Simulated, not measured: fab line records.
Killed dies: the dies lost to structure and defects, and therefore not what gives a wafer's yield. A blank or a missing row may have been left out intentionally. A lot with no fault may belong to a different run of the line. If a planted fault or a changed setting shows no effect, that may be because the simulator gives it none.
The tool behind it: which one?    flow n5 finfet    33 wafers from 11 lots sampled at 5 of the route's 1938 steps

## WHAT THE GAUGES SHOWED, per wafer
N5_FIN_CUT_INSPECT_10: inspects for defects (brightfield). Usual: 43 for raw defect count, sd 12.
lot   measured     on                 raw defect count  flag
L246  day 2 09:20  defect inspect-02  35 46 54          
L249  day 3 03:22  defect inspect-02  76 57 54          
L250  day 3 10:41  defect inspect-02  50 35 39          
L251  day 3 16:10  defect inspect-01  22 28 47          
L254  day 4 08:26  defect inspect-02  34 46 42          
L258  day 5 13:59  defect inspect-01  41 27 66          
L259  day 5 17:11  defect inspect-01  35 28 40          
L260  day 5 21:26  defect inspect-01  52 68 43          
L265  day 7 02:50  defect inspect-02  43 37 36          
L267  day 7 15:06  defect inspect-02  31 25 35          
L268  day 7 21:08  defect inspect-01  36 31 48          

N5_STI_FIN_REVEAL_CD_MEAS_22: target cd 6.238 nm, pitch 28 nm. Usual: 6.3 nm for cd nm, sd 0.32.
lot   measured     on         cd nm (nm)   flag
L246  day 2 20:15  cd sem-02  6.0 6.2 6.1  
L249  day 3 13:23  cd sem-01  6.5 6.7 5.8  
L250  day 3 20:37  cd sem-03  7.0 5.9 6.7  
L251  day 4 02:03  cd sem-01  6.0 6.5 6.0  
L254  day 4 18:05  cd sem-01  5.8 5.8 6.0  
L258  day 6 00:09  cd sem-03  6.4 5.9 6.6  
L259  day 6 03:20  cd sem-01  8.2 8.4 7.9  OFF
L260  day 6 08:25  cd sem-01  7.9 7.6 7.8  OFF
L265  day 7 12:55  cd sem-02  6.3 6.4 6.8  
L267  day 8 00:38  cd sem-03  6.6 7.0 6.1  
L268  day 8 07:16  cd sem-03  5.8 5.8 6.1  

N5_STI_FIN_REVEAL_FIN_H_MEAS_10. Usual: 51.7 nm for trench depth nm, sd 0.74.
lot   measured     on      trench depth nm (nm)  flag
L246  day 2 20:17  ocd-02  52.3 51.8 52.5        
L249  day 3 13:25  ocd-02  51.1 51.3 51.5        
L250  day 3 20:39  ocd-02  51.9 52.5 50.7        
L251  day 4 02:05  ocd-02  50.2 50.9 49.6        
L254  day 4 18:07  ocd-02  52.3 50.9 51.3        
L258  day 6 00:11  ocd-02  52.5 51.6 51.6        
L259  day 6 03:22  ocd-01  50.9 51.5 52.3        
L260  day 6 08:26  ocd-01  51.0 52.0 52.2        
L265  day 7 12:58  ocd-02  51.7 50.9 52.7        
L267  day 8 00:40  ocd-02  51.6 52.5 52.5        
L268  day 8 07:18  ocd-01  52.7 51.6 52.9        

## WHICH TOOL RAN EACH LOT (tool, then ch and the chambers of the sampled wafers, then the start)
lot   N5_STI_FIN_REVEAL_STRIP_24         N5_STI_FIN_REVEAL_ETCH_34
L246  rie diel-03 ch 0,1,3, day 2 17:17  rie si-03 ch 0,1,3, day 2 19:35
L249  rie diel-03 ch 1,2, day 3 10:30    rie si-04 ch 0,1,2, day 3 12:49
L250  rie diel-02 ch 0,1,2, day 3 17:32  rie si-02 ch 0,2,3, day 3 20:02
L251  rie diel-06 ch 0,3, day 3 23:10    rie si-02 ch 0,1,3, day 4 01:28
L254  rie diel-03 ch 0,1,3, day 4 15:11  rie si-03 ch 0,2,3, day 4 17:30
L258  rie diel-03 ch 0,1,3, day 5 20:59  rie si-04 ch 1,2,3, day 5 23:32
L259  rie diel-02 ch 0,2, day 6 00:08    rie si-04 ch 0,2,3, day 6 02:41
L260  rie diel-06 ch 0,1,2, day 6 05:19  rie si-02 ch 0,3, day 6 07:37
L265  rie diel-02 ch 0,2, day 7 10:01    rie si-04 ch 1,3, day 7 12:20
L267  rie diel-06 ch 1,2,3, day 7 21:45  rie si-02 ch 0,1, day 8 00:03
L268  rie diel-06 ch 1,2,3, day 8 04:22  rie si-04 ch 0,1,2, day 8 06:41
- N5_STI_FIN_REVEAL_STRIP_24: strips in N2/H2, time 90 s.
- N5_STI_FIN_REVEAL_ETCH_34: etches Si in H2, material Si, target depth 0.97 nm.

## WHAT THE TOOLS THEMSELVES READ (means of the sampled wafers that have a number; where no wafer has one, the mark that the record gives instead)
N5_STI_FIN_REVEAL_STRIP_24. Usual: drypump motor current A 5.55 A, standard deviation 0.3; oes product au 0.79 a.u., standard deviation 0.086; rf vpp V 45.2 V, standard deviation 0.81; showerhead plenum p Torr 3.35 Torr, standard deviation 0.088; throttle valve pct 12.2 %, standard deviation 0.31.
lot   tool         drypump motor current A (A)  oes product au (a.u.)  rf vpp V (V)  showerhead plenum p Torr (Torr)  throttle valve pct (%)  flag
L246  rie diel-03  5.43                         0.79                   45.4          3.38                             12.0                    
L249  rie diel-03  5.40                         0.88                   45.0          3.31                             11.8                    
L250  rie diel-02  5.53                         0.76                   45.2          3.31                             12.5                    
L251  rie diel-06  6.01                         0.86                   44.4          3.27                             12.0                    
L254  rie diel-03  5.42                         0.77                   45.0          3.37                             12.1                    
L258  rie diel-03  5.45                         0.76                   45.8          3.37                             12.1                    
L259  rie diel-02  5.70                         0.73                   45.1          3.30                             12.6                    
L260  rie diel-06  5.67                         0.89                   44.5          3.40                             12.0                    
L265  rie diel-02  5.70                         0.72                   45.2          3.31                             12.6                    
L267  rie diel-06  5.65                         0.81                   44.7          3.36                             12.2                    
L268  rie diel-06  5.64                         0.81                   45.3          3.36                             12.2                    

N5_STI_FIN_REVEAL_ETCH_34. Usual: for chamber pressure mTorr, 4.500 mTorr with a standard deviation of 0.0041; for drypump motor current A, 5.9 A with a standard deviation of 0.62; for he backside leak sccm, 2.8 sccm with a standard deviation of 0.33; for he flow sccm, 142.5 sccm with a standard deviation of 0.38; for oes product au, 0.999 a.u. with a standard deviation of 0.016; for rf fwd power W, 296.5 W with a standard deviation of 1.5; for throttle valve pct, 25.8 % with a standard deviation of 0.59.
lot   tool       chamber pressure mTorr (mTorr)  drypump motor current A (A)  he backside leak sccm (sccm)  he flow sccm (sccm)  oes product au (a.u.)  rf fwd power W (W)  throttle valve pct (%)  flag
L246  rie si-03  4.502                           6.2                          2.6                           142.3                1.007                  297.4               26.2                    
L249  rie si-04  4.502                           5.9                          2.9                           142.4                1.001                  296.9               25.6                    
L250  rie si-02  4.502                           5.9                          3.0                           142.2                0.983                  294.8               25.7                    
L251  rie si-02  4.500                           5.6                          3.0                           142.4                0.990                  296.0               25.4                    
L254  rie si-03  4.500                           5.8                          2.5                           142.1                0.991                  297.1               25.7                    
L258  rie si-04  4.501                           5.5                          2.9                           142.8                1.022                  296.8               26.1                    
L259  rie si-04  -                               -                            -                             -                    -                      -                   -                       OFF
L260  rie si-02  -                               -                            -                             -                    -                      -                   -                       OFF
L265  rie si-04  4.502                           5.5                          2.9                           142.6                1.020                  296.6               26.5                    
L267  rie si-02  4.503                           5.2                          2.9                           142.9                0.983                  295.3               25.4                    
L268  rie si-04  4.499                           5.8                          2.9                           142.2                0.996                  296.9               25.6                    

## THE ANSWER, worked out from the rows above alone
Rule: a lot is off if the mean of its wafers that have a number lies more than 3 standard deviations from the usual mean. Also off: a lot with no number at a reading for which 4 or more lots have one. The other lots that the step has rows for count as sound. The gauges are gone through in route order, then the tools' own readings, and for those a lot's mean is taken as printed above. At the first step where some lot is off, the reading lying furthest off is the one used; lots without a number count as furthest.
Off at N5_STI_FIN_REVEAL_CD_MEAS_22 (cd nm): L259, L260.
If a tool, at a process step before that reading, ran all the lots that are off and no sound lot after the first of them, it fits. The gauges at N5_STI_FIN_REVEAL_CD_MEAS_22 aren't tried: what is off there is off at N5_STI_FIN_REVEAL_ETCH_34 too, on other tools, and a gauge's error can't cause that. No candidate that was tried fits.

## WHAT THE SIMULATOR HAD PUT IN
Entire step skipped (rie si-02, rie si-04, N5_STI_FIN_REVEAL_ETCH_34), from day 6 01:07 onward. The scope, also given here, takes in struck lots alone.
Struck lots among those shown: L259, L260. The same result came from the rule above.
